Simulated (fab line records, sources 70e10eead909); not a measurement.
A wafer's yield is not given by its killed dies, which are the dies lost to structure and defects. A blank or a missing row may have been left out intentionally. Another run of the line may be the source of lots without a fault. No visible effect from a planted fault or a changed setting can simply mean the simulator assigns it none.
Matching of chambers -- flow nand-harc -- rie-diel-09 running NHARC_A_STAIRCASE_DESCUM_186: 4 sister chambers
The step chemistry O2, time 3 s. 18 wafers are shown with their chamber, then 9 later ones without.

== WAFERS, EACH WITH ITS CHAMBER ==
wafer,chamber,showerhead-plenum-p-Torr (Torr),drypump-motor-current-A (A),oes-product-au (a.u.)
L078.2,1,1.93,5.8,0.983
L078.4,2,2.06,5.8,1.003
L078.5,1,1.93,5.8,0.990
L080.2,0,1.96,5.9,0.987
L080.3,3,2.02,5.1,1.010
L080.5,3,2.02,5.1,1.007
L085.1,2,2.05,5.8,1.002
L085.2,3,2.01,5.1,1.006
L085.4,0,1.96,5.9,0.972
L085.3,1,1.93,5.7,1.000
L085.5,2,2.05,5.7,0.980
L085.6,3,2.01,5.1,1.005
L087.2,1,1.93,5.7,0.989
L087.3,0,1.96,5.9,0.972
L087.5,1,1.93,5.7,0.985
L089.1,3,2.01,5.1,0.999
L089.3,2,2.05,5.8,0.989
L089.6,0,1.95,5.9,0.984

SIGNATURES (averages over the wafers above)
reading,chamber 0,chamber 1,chamber 2,chamber 3,scatter within a chamber
showerhead-plenum-p-Torr,1.9575,1.9300,2.0525,2.0140,0.00439
drypump-motor-current-A,5.900,5.740,5.775,5.100,0.0373
oes-product-au,0.97875,0.98940,0.99350,1.00540,0.00751
Rule: distance of a wafer from a chamber = root of the sum over the readings of ((wafer's reading minus chamber's mean) / reading's scatter) squared. The wafer belongs to the nearest chamber; if the next one is less than 2 further off, it can't be placed. The scatter: the root of (the sum of the squares of (reading less its chamber's mean) over the shown wafers, divided by (wafers less chambers)).

== WAFERS WHOSE CHAMBER IS MISSING ==
wafer,showerhead-plenum-p-Torr (Torr),drypump-motor-current-A (A),oes-product-au (a.u.)
L089.2,1.92,5.8,0.987
L089.4,1.95,5.9,0.983
L089.5,2.01,5.1,1.011
L093.1,2.04,5.8,0.999
L093.5,2.01,5.1,1.003
L093.6,1.95,6.0,0.968
L094.1,1.92,5.7,0.987
L094.2,1.95,5.9,0.985
L094.4,2.01,5.1,1.013

== WHICH CHAMBER EACH WENT THROUGH ==
wafer,from the rows above,in truth
L089.2,1,1
L089.4,0,0
L089.5,3,3
L093.1,2,2
L093.5,3,3
L093.6,0,0
L094.1,1,1
L094.2,0,0
L094.4,3,3
Correct placement for 9 of the 9. Number that these rows cannot place: 0. Number placed wrongly: 0.
